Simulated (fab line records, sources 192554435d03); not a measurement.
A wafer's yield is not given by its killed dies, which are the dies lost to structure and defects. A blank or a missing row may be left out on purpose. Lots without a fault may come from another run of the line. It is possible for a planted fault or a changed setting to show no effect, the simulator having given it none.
What tool caused it? ; flow n5 finfet ; 12 lots, 36 wafers sampled, at 5 steps of a route of 1938

WHAT THE GAUGES READ, wafer by wafer
N5_BEOL_M1_THK_MEAS_53: measures by xrf.
lot;measured;on;M1_THK (nm)
L075;day 6 17:12;film metro-02;39.8 39.4 39.9
L077;day 7 04:03;film metro-02;38.0 41.3 40.0
L079;day 7 19:55;film metro-02;38.9 41.7 40.1
L081;day 8 03:42;film metro-02;40.2 39.6 39.0
L082;day 8 21:16;film metro-01;38.6 39.2 39.6
L085;day 9 06:40;film metro-01;39.2 39.7 41.3
L087;day 9 18:39;film metro-02;40.1 41.8 39.9
L089;day 10 03:23;film metro-01;37.5 37.0 39.7
L091;day 10 19:18;film metro-02;38.5 41.6 38.7
L093;day 11 05:04;film metro-02;41.9 42.3 41.3
L095;day 11 16:38;film metro-01;39.5 39.4 42.2
L097;day 12 13:55;film metro-01;41.8 39.9 41.2

EACH LOT AND THE TOOL THAT RAN IT (in order: tool; ch and the chambers of the sampled wafers; start)
lot;N5_BEOL_M1_ETCHBACK_99;N5_BEOL_M1_PRE_CLEAN_45;N5_BEOL_M1_SPUTTER_86;N5_BEOL_M1_ANNEAL_87
L075;rie diel-03 ch 0,1, day 6 12:47;pvd sputter-03, day 6 13:52;pvd sputter-02, day 6 15:18;pvd sputter-02, day 6 15:23
L077;rie diel-04 ch 0,1,3, day 6 22:35;pvd sputter-01, day 6 23:41;pvd sputter-03, day 7 02:08;pvd sputter-03, day 7 02:13
L079;rie diel-04 ch 0,1,2, day 7 15:33;pvd sputter-02, day 7 16:33;pvd sputter-01, day 7 18:01;pvd sputter-01, day 7 18:06
L081;rie diel-03 ch 0,1,3, day 7 23:23;pvd sputter-01, day 8 00:12;pvd sputter-01, day 8 01:47;pvd sputter-01, day 8 01:52
L082;rie diel-05 ch 0,1, day 8 16:58;pvd sputter-02, day 8 18:01;pvd sputter-02, day 8 19:19;pvd sputter-02, day 8 19:24
L085;rie diel-05 ch 0,3, day 9 02:18;pvd sputter-01, day 9 03:28;pvd sputter-01, day 9 04:46;pvd sputter-01, day 9 04:51
L087;rie diel-04 ch 0,2,3, day 9 14:41;pvd sputter-03, day 9 15:31;pvd sputter-01, day 9 16:41;pvd sputter-01, day 9 16:46
L089;rie diel-03 ch 0,1,2, day 9 22:44;pvd sputter-03, day 9 23:46;pvd sputter-01, day 10 01:30;pvd sputter-01, day 10 01:35
L091;rie diel-05 ch 1,2,3, day 10 14:28;pvd sputter-01, day 10 16:03;pvd sputter-03, day 10 17:23;pvd sputter-03, day 10 17:28
L093;rie diel-05 ch 1,2, day 11 00:40;pvd sputter-01, day 11 01:50;pvd sputter-01, day 11 03:10;pvd sputter-01, day 11 03:15
L095;rie diel-03 ch 0,1,3, day 11 12:30;pvd sputter-03, day 11 13:32;pvd sputter-01, day 11 14:45;pvd sputter-01, day 11 14:50
L097;rie diel-05 ch 0,3, day 12 09:45;pvd sputter-01, day 12 10:48;pvd sputter-02, day 12 12:02;pvd sputter-02, day 12 12:07
- N5_BEOL_M1_ETCHBACK_99: etches SiO2 in CHF3, target depth 5 nm, time 10.4 s.
- N5_BEOL_M1_PRE_CLEAN_45: time 30 s.
- N5_BEOL_M1_SPUTTER_86: material Cu, target thk 4.5 nm, time 8.29 s.
- N5_BEOL_M1_ANNEAL_87: time 240 s.

THE ANSWER, worked out from the rows above alone
Rule: what is usual is taken from the lots themselves. The widest of any qualifying gaps counts: lots, ordered by their means at a reading, are off when they make up no more than a third of the lots, leave a main group of 4 or more, and stand apart from it by 3 or more times the standard deviation of that group's means. The tables above print the reading to a certain number of digits; a main group whose means all agree to those digits is not used. Also off: a lot with no number at a reading for which 4 or more lots have one. The other lots that the step has rows for count as sound.
Nothing can be told from this: no lot is off at any reading shown.

WHAT THE SIMULATOR HAD INSERTED
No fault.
